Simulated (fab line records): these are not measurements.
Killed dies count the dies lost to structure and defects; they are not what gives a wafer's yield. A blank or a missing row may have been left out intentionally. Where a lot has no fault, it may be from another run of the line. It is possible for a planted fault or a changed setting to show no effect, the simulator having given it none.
Comparing a struck lot with a sound one	flow n5-finfet	15 out of 1938 route steps
Sound: these wafers, L237.1, L237.3, L237.4. Struck: wafer L246.1 (L246.3, L246.5, from the same lot, were not struck and are left out); the cause is given at the end.
For every step that has rows: the tool of each side, followed by ch and its chambers, followed by its first start. Under that, the readings that differ: sound wafers	struck wafers	difference of the means	sigmas: that difference in standard deviations of wafers without a fault.
alike: words and numbers the same on both sides, and readings whose means are apart by under 2 such deviations; not compared: readings that were withheld, readings missing a value for some wafer, numbers with overlapping values and no deviation given by the record, and bounds like >300 which may hide the same value.
A row with sigmas, a row that says differs or no value, or rows on one side alone: a step with any of these is where the two part. Numbers that don't overlap but have no deviation are shown without sigmas and don't part them. Lack of a reading on every wafer of one side parts them only where that side has two or more wafers.

first, 8 steps without rows for these wafers: N5_BEOL_M14_COAT_66 (time 60 s, resist thk 110 nm); N5_BEOL_M14_COAT_22 (resist thk 300 nm); N5_BEOL_M14_EBR_24; N5_BEOL_M14_SOFTBAKE_23 (time 60 s); N5_BEOL_M14_EXPOSE_25 (exposes mask M14, target cd 280 nm); N5_BEOL_M14_PEB_26 (peb time 90 s); N5_BEOL_M14_DEVELOP_27 (develop time 45 s); N5_BEOL_M14_HARDBAKE_32 (time 120 s).
N5_BEOL_M14_CD_MEAS_28 targets a cd of 284.4 nm.
  sound on cd-sem-03 ch 0, day 11 18:58; struck on cd-sem-01 ch 0, day 14 06:56
  alike: cd-nm
N5_BEOL_M14_OVL_MEAS_29:
  sound on overlay-01 ch 0, day 11 19:01; struck on overlay-01 ch 0, day 14 06:58
  alike: M14_OVL
N5_BEOL_M14_INSPECT_30: inspects for defects (macro).
  sound on defect-inspect-01 at day 11 19:02; struck on defect-inspect-02 at day 14 06:59
  alike: raw-defect-count
N5_BEOL_M14_DESCUM_33: chemistry O2, time 7.9 s.
  sound on rie-diel-01 ch 0,1,3, day 11 19:05; struck on rie-diel-01 ch 1, day 14 07:01
reading	sound	struck	difference	sigmas
rf-hours-counter-h (h)	12 34 202	224	+141	
  alike: drypump-motor-current-A, oes-product-au, rf-vpp-V, showerhead-plenum-p-Torr, throttle-valve-pct
N5_BEOL_M14_ETCH_67: etches SiARC in CF4, target depth 143 nm, time 238.3 s.
  sound on rie-diel-01 ch 0,1,3, day 11 19:07; struck on rie-diel-01 ch 1, day 14 07:04
reading	sound	struck	difference	sigmas
etch-rf-on-time-s (s)	230 234 241	283	+48	+9
oes-product-au (a.u.)	0.82 0.78 0.61	0.56	-0.18	-2
rf-hours-counter-h (h)	12 34 202	224	+141	
  alike: drypump-motor-current-A, rf-vpp-V, showerhead-plenum-p-Torr, throttle-valve-pct
N5_BEOL_M14_ETCH_68: etches SOC in N2/H2, time 450 s.
  sound on rie-diel-01 ch 0,1,3, day 11 19:16; struck on rie-diel-01 ch 1, day 14 07:12
reading	sound	struck	difference	sigmas
rf-hours-counter-h (h)	12 34 202	224	+141	
throttle-valve-pct (%)	17.36 17.53 18.02	18.07	+0.43	+2
  alike: drypump-motor-current-A, oes-product-au, rf-vpp-V, showerhead-plenum-p-Torr
N5_PASSIVATION_PROBE_49:
  the record holds rows for the sound wafers here (prober-01, day 13 08:47) but none for the struck ones

WHERE THEY PART
Last at N5_PASSIVATION_PROBE_49 as far as this record goes, first at N5_BEOL_M14_ETCH_67.

WHY: what the simulator had put in
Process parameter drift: rie-diel-01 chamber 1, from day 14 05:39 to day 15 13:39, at N5_BEOL_M14_ETCH_67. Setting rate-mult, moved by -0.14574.
